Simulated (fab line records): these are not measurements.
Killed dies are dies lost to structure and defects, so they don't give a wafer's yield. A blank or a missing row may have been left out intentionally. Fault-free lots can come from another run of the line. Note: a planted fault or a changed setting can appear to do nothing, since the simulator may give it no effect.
Chamber matching + flow n5_finfet + N5_BEOL_M0_SAQP_SPACER2_ETCHBACK_27 on rie_diel-06: 4 sister chambers
The step etches SiO2 in CHF3/O2, target depth 22.5 nm, time 11.25 s. 4 wafers are shown with their chamber, then 7 later ones without.

## WAFERS WITH THEIR CHAMBER
| wafer  | chamber | showerhead_plenum_p_Torr (Torr) |
|--------|---------|---------------------------------|
| L079.3 | 1       | 2.32                            |
| L087.6 | 0       | 2.49                            |
| L088.2 | 3       | 2.30                            |
| L088.3 | 2       | 2.32                            |

## WAFERS WITHOUT THEIR CHAMBER
| wafer  | showerhead_plenum_p_Torr (Torr) |
|--------|---------------------------------|
| L088.6 | 2.32                            |
| L089.1 | 2.32                            |
| L089.4 | 2.49                            |
| L089.6 | 2.32                            |
| L090.1 | 2.29                            |
| L090.3 | 2.49                            |
| L090.4 | 2.32                            |

## THE CHAMBER EACH PASSED THROUGH
| wafer  | from the rows above     | in truth |
|--------|-------------------------|----------|
| L088.6 | can't be placed: 1 or 2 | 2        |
| L089.1 | can't be placed: 1 or 2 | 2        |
| L089.4 | 0                       | 0        |
| L089.6 | can't be placed: 1 or 2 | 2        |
| L090.1 | 3                       | 3        |
| L090.3 | 0                       | 0        |
| L090.4 | can't be placed: 1 or 2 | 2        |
Correct placement for 3 of the 7. Cannot be placed on the basis of these rows: 4; the candidates contain the true chamber in 4. Number placed wrongly: 0.
How it was worked out, from the rows above alone: a wafer's distance from a chamber is the root of the sum, over the readings, of the square of ((its reading less the chamber's mean) divided by the reading's scatter). The wafer belongs to the nearest chamber; if the next one is less than 2 further off, it can't be placed. The mean given for a chamber averages the wafers shown for that chamber. The scatter: root of mean squared gap, hidden wafer to nearest shown wafer, with one shown wafer a chamber.
